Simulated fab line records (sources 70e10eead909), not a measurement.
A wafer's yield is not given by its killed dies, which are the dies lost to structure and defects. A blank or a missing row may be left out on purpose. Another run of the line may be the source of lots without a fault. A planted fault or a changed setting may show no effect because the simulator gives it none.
Which of the tools did it? || flow nand-harc || 18 wafers from 6 lots sampled at 2 of the route's 1159 steps

WHAT THE GAUGES READ, wafer by wafer
NHARC_THIN_TSV_THK_MEAS_02: measures by ir.
{"lot": "L570", "measured": "day 20 01:22", "on": "film-metro-02", "thk-nm (nm)": "3232 3091 2894"}
{"lot": "L575", "measured": "day 19 16:11", "on": "film-metro-01", "thk-nm (nm)": "3067 2465 2867"}
{"lot": "L578", "measured": "day 20 14:17", "on": "film-metro-01", "thk-nm (nm)": "3079 3163 3077"}
{"lot": "L585", "measured": "day 22 15:02", "on": "film-metro-01", "thk-nm (nm)": "3304 2675 2849"}
{"lot": "L587", "measured": "day 23 04:22", "on": "film-metro-01", "thk-nm (nm)": "3130 3432 3364"}
{"lot": "L590", "measured": "day 23 00:15", "on": "film-metro-02", "thk-nm (nm)": "2951 3085 3219"}

WHAT TOOL EACH LOT RAN ON (gives the tool, then ch and the chambers of the sampled wafers, and finally the start)
{"lot": "L570", "NHARC_A_STAIRCASE_STRIP_296": "wet-bench-01 ch 1,5,7, day 12 09:10"}
{"lot": "L575", "NHARC_A_STAIRCASE_STRIP_296": "wet-bench-01 ch 0,3,4, day 12 16:53"}
{"lot": "L578", "NHARC_A_STAIRCASE_STRIP_296": "wet-bench-01 ch 2,4,5, day 13 05:34"}
{"lot": "L585", "NHARC_A_STAIRCASE_STRIP_296": "wet-bench-06 ch 0,2,3, day 15 11:48"}
{"lot": "L587", "NHARC_A_STAIRCASE_STRIP_296": "wet-bench-01 ch 5,6,7, day 16 02:05"}
{"lot": "L590", "NHARC_A_STAIRCASE_STRIP_296": "wet-bench-01 ch 1,2,7, day 16 09:05"}
- NHARC_A_STAIRCASE_STRIP_296: strips in SPM, time 900 s.

THE ANSWER, worked out from the rows above alone
Rule: what is usual is taken from the lots themselves. The widest of any qualifying gaps counts: lots, ordered by their means at a reading, are off when they make up no more than a third of the lots, leave a main group of 4 or more, and stand apart from it by 3 or more times the standard deviation of that group's means. A main group whose means are all the same, to the digits that the tables above print for the reading, isn't used. A lot without any number at a reading at which 4 lots or more have one is off too. All remaining lots with rows at the step are treated as sound.
No lot is off on any of the readings shown, so nothing can be concluded from this.

WHAT THE SIMULATOR PUT IN
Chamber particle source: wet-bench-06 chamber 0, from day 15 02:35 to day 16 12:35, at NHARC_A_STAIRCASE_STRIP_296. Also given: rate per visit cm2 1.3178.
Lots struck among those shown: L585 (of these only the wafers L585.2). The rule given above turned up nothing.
